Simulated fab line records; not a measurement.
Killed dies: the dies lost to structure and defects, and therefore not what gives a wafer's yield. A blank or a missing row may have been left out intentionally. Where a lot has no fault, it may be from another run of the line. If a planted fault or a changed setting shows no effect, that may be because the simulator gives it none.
The tool behind it: which one? || flow n5 finfet || 8 lots, 21 wafers sampled, at 1 step of a route of 1938

== WHAT EACH GAUGE READ, for each wafer ==
N5_SD_EPI_P_OVL_MEAS_10.
{"lot": "L880", "measured": "day 3 06:39", "on": "overlay-02", "SD_P_BLK_OVL (nm)": "0.2 0.2 -0.9"}
{"lot": "L888", "measured": "day 5 07:27", "on": "overlay-01", "SD_P_BLK_OVL (nm)": "-0.7 0.5 -0.6"}
{"lot": "L894", "measured": "day 6 16:53", "on": "overlay-01", "SD_P_BLK_OVL (nm)": "-0.6 -0.4 0.6"}
{"lot": "L895", "measured": "day 7 01:16", "on": "overlay-02", "SD_P_BLK_OVL (nm)": "-0.2 0.9"}
{"lot": "L897", "measured": "day 7 12:18", "on": "overlay-02", "SD_P_BLK_OVL (nm)": "0.3 0.1"}
{"lot": "L899", "measured": "day 8 00:11", "on": "overlay-02", "SD_P_BLK_OVL (nm)": "1.0 1.4"}
{"lot": "L900", "measured": "day 8 11:46", "on": "overlay-02", "SD_P_BLK_OVL (nm)": "0.2 -0.8 0.3"}
{"lot": "L901", "measured": "day 8 17:53", "on": "overlay-01", "SD_P_BLK_OVL (nm)": "0.8 0.9 1.0"}

== WHAT TOOL EACH LOT RAN ON (gives the tool, then ch and the chambers of the sampled wafers, and finally the start) ==
The record shows no process step preceding these readings.

== THE ANSWER, worked out from the rows above alone ==
Rule: usual is defined by the lots themselves. The widest of any qualifying gaps counts: lots, ordered by their means at a reading, are off when they make up no more than a third of the lots, leave a main group of 4 or more, and stand apart from it by 3 or more times the standard deviation of that group's means. A main group whose means are all the same, to the digits that the tables above print for the reading, isn't used. A lot without any number at a reading at which 4 lots or more have one is off too. The other lots that the step has rows for count as sound.
No lot is off at any reading shown: from this, nothing can be told.

== WHAT THE SIMULATOR HAD INSERTED ==
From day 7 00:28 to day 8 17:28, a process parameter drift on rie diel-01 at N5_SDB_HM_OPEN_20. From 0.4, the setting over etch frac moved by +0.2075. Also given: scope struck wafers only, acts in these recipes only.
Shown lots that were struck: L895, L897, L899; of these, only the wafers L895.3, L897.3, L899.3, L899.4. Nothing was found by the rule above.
